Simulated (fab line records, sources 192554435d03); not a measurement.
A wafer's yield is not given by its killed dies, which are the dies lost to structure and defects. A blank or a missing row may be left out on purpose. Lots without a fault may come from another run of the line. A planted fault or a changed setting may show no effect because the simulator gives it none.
Chamber matching    flow n5 finfet    uv cure-02 running N5_BEOL_M10_CURE_71: 3 sister chambers
The step cures SiCOH lowk, time 240 s. 14 wafers are shown with their chamber, then 7 later ones without.

== WAFERS PAIRED WITH THEIR CHAMBERS ==
wafer   chamber  wafer_temp_C_max  lamp power pct (%)
L076.3  1        387.0             52.33
L076.4  1        387.6             52.30
L076.6  1        387.2             52.39
L077.4  2        386.3             52.33
L077.5  2        386.8             52.38
L077.6  2        387.3             52.41
L083.1  2        387.1             52.29
L083.4  2        387.2             52.27
L083.6  2        387.6             52.33
L086.1  1        387.5             52.33
L086.2  1        387.4             52.32
L086.3  1        387.1             52.25
L088.1  0        386.6             52.22
L088.3  0        386.4             52.37

SIGNATURES, as means of the wafers listed above
reading           chamber 0  chamber 1  chamber 2  scatter within a chamber
wafer_temp_C_max  386.500    387.300    387.050    0.346
lamp power pct    52.2950    52.3200    52.3350    0.0569
Rule: a wafer lies at a distance from a chamber equal to the root of the sum of squares, over the readings, of (its reading less the chamber's mean, divided by the reading's scatter). If the next closest chamber is less than 2 further off than the closest, the wafer can't be placed; otherwise it belongs to the closest. The scatter: take each reading less its chamber's mean, square it, sum over the shown wafers, divide by the number of wafers less the number of chambers, and take the root.

== WAFERS WITHOUT THEIR CHAMBER ==
wafer   wafer_temp_C_max  lamp power pct (%)
L088.4  386.7             52.29
L090.1  387.8             52.31
L090.2  387.2             52.32
L090.4  387.2             52.33
L092.2  387.1             52.26
L092.3  386.5             52.33
L092.5  386.6             52.31

== THE CHAMBER EACH PASSED THROUGH ==
wafer   from the rows above           in truth
L088.4  can't be placed: 0 or 2 or 1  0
L090.1  can't be placed: 1 or 2       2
L090.2  can't be placed: 1 or 2 or 0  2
L090.4  can't be placed: 1 or 2 or 0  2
L092.2  can't be placed: 1 or 2 or 0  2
L092.3  can't be placed: 0 or 2 or 1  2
L092.5  can't be placed: 0 or 2 or 1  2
Correctly placed: 0 of 7. Can't be placed from these rows: 7 (the true chamber is among the candidates in 7). 0 placed wrongly.
